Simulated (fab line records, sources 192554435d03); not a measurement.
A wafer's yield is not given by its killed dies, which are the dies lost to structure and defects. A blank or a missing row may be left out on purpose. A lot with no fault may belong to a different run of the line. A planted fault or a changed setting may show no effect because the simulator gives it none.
Split-lot experiment | flow n5_finfet | 21 wafers read from 7 lots, route of 1938 steps

## ABOUT THE SPLIT
At N5_SDB_EXPOSE_08 (exposes mask SDB), the setting dose_mj was moved away from the recipe's 49.6 on 10 of the 21 wafers read, by -7.4% to +6.8%. This setting was run at the recipe's value on the other wafers.

## FROM THE SPLIT TO THE READING: what the file shows between them, 2 steps
- N5_SDB_PEB_09: peb time 60 s
- N5_SDB_DEVELOP_10: develop time 30 s

## THE READING
cd_nm (nm) at N5_SDB_CD_MEAS_11, where the cd target is 50 nm. On this fab line, fault-free wafers typically give 49.0 nm with a standard deviation of 1.2 nm.

wafer  | tool, chamber at the split | dose_mj as run | against the recipe | cd_nm, nm | against lot-mates on the recipe
L078.3 | arfi_scanner-03, 0         | 46.01          | -7.2%              | 40.7      | -9.9
L078.4 | arfi_scanner-03, 0         | 49.6           | recipe             | 50.1      | -
L078.5 | arfi_scanner-03, 0         | 49.6           | recipe             | 51.1      | -
L081.2 | arfi_scanner-01, 0         | 46.33          | -6.6%              | 42.5      | -5.2
L081.3 | arfi_scanner-01, 0         | 49.6           | recipe             | 47.7      | -
L081.4 | arfi_scanner-01, 0         | 46.33          | -6.6%              | 40.0      | -7.7
L083.2 | arfi_scanner-02, 0         | 52.97          | +6.8%              | 56.5      | +9.0
L083.3 | arfi_scanner-02, 0         | 52.97          | +6.8%              | 56.1      | +8.6
L083.5 | arfi_scanner-02, 0         | 49.6           | recipe             | 47.5      | -
L087.3 | arfi_scanner-03, 0         | 45.94          | -7.4%              | 39.7      | -10.4
L087.4 | arfi_scanner-03, 0         | 45.94          | -7.4%              | 41.3      | -8.8
L087.5 | arfi_scanner-03, 0         | 49.6           | recipe             | 50.1      | -
L092.1 | arfi_scanner-03, 0         | 52.21          | +5.3%              | 55.6      | +8.2
L092.3 | arfi_scanner-03, 0         | 49.6           | recipe             | 46.9      | -
L092.4 | arfi_scanner-03, 0         | 49.6           | recipe             | 47.9      | -
L096.2 | arfi_scanner-02, 0         | 49.6           | recipe             | 48.2      | -
L096.5 | arfi_scanner-02, 0         | 49.6           | recipe             | 49.3      | -
L096.6 | arfi_scanner-02, 0         | 49.6           | recipe             | 48.5      | -
L097.1 | arfi_scanner-01, 0         | 50.94          | +2.7%              | 50.6      | +2.4
L097.2 | arfi_scanner-01, 0         | 49.6           | recipe             | 48.2      | -
L097.6 | arfi_scanner-01, 0         | 50.94          | +2.7%              | 51.3      | +3.1

FIT RESULTS
A straight line over all 21 wafers: cd_nm changes by +1.12 nm for each +1% of dose_mj; r = +0.98; the points scatter about the line by 1.1 nm.
The same after taking each lot's own level away (the mean of its wafers on the recipe; 21 wafers): +1.25 nm for each +1%; r = +0.99; scatter 0.95 nm.
The reading moves by 9.2 nm for the largest change in dose_mj, on that fit.
The span of the lots' own levels, 47.40 to 50.60 nm, comes to 2.7 times the standard deviation stated above.
In other words, the slope is changed by the lot-to-lot level; the two fits disagree.
Check: for one of the wafers moved furthest among these (-7.4%), held out of the fit, the line's prediction against its lot-mates is -8.79 nm. It came out at -10.4 nm against them.

## THE OTHER SPLITS THESE WAFERS WENT THROUGH
These wafers also went through other splits before the reading. Each is held against what the fit with the lots' levels taken away leaves over:
other split on the same wafers | wafers away from the commonest value | r with cd_nm (lot level and that fit taken away)
N5_SD_EPI_N_DESCUM_14 time_s   | 8                                    | -0.63
N5_SD_EPI_N_ETCH_35 time_s     | 7                                    | +0.24

## FILE'S OWN FIT
cd_nm changes by +1.28 nm for each +1% of dose_mj, r = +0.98.
